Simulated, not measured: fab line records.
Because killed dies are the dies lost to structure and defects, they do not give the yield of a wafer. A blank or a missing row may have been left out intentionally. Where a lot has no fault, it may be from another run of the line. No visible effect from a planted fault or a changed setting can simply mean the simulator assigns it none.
Matching of chambers || flow nand_harc || 4 sister chambers for NHARC_A_CONTACT_ETCH_48 on rie_diel-04
The step etches the open film in CF4, target depth 39 nm, time 65 s. 4 wafers are shown with their chamber, then 10 later ones without.

WAFERS WITH THEIR CHAMBER
{"wafer": "L085.6", "chamber": 2, "drypump_motor_current_A (A)": 6.3}
{"wafer": "L086.3", "chamber": 1, "drypump_motor_current_A (A)": 5.5}
{"wafer": "L091.2", "chamber": 3, "drypump_motor_current_A (A)": 5.0}
{"wafer": "L091.3", "chamber": 0, "drypump_motor_current_A (A)": 6.0}

WAFERS WITHOUT THEIR CHAMBER
{"wafer": "L091.4", "drypump_motor_current_A (A)": 5.5}
{"wafer": "L088.2", "drypump_motor_current_A (A)": 5.5}
{"wafer": "L088.5", "drypump_motor_current_A (A)": 5.5}
{"wafer": "L088.6", "drypump_motor_current_A (A)": 5.0}
{"wafer": "L092.2", "drypump_motor_current_A (A)": 5.0}
{"wafer": "L092.4", "drypump_motor_current_A (A)": 6.4}
{"wafer": "L092.6", "drypump_motor_current_A (A)": 5.0}
{"wafer": "L094.1", "drypump_motor_current_A (A)": 5.5}
{"wafer": "L094.2", "drypump_motor_current_A (A)": 6.0}
{"wafer": "L094.3", "drypump_motor_current_A (A)": 6.4}

THE CHAMBER EACH PASSED THROUGH
{"wafer": "L091.4", "from the rows above": 1, "in truth": 1}
{"wafer": "L088.2", "from the rows above": 1, "in truth": 1}
{"wafer": "L088.5", "from the rows above": 1, "in truth": 1}
{"wafer": "L088.6", "from the rows above": 3, "in truth": 3}
{"wafer": "L092.2", "from the rows above": 3, "in truth": 3}
{"wafer": "L092.4", "from the rows above": 2, "in truth": 2}
{"wafer": "L092.6", "from the rows above": 3, "in truth": 3}
{"wafer": "L094.1", "from the rows above": 1, "in truth": 1}
{"wafer": "L094.2", "from the rows above": 0, "in truth": 0}
{"wafer": "L094.3", "from the rows above": 2, "in truth": 2}
Correctly placed: 10 of 10. Not placeable from these rows: 0. Placed wrongly: 0.
How it was worked out, from the rows above alone: a wafer's distance from a chamber is the root of the sum, over the readings, of the square of ((its reading less the chamber's mean) divided by the reading's scatter). If the next closest chamber is less than 2 further off than the closest, the wafer can't be placed; otherwise it belongs to the closest. A chamber's mean is the mean of its shown wafers. The scatter: with one shown wafer a chamber, the root of the mean of the squares of how far each hidden wafer lies from its nearest shown one.
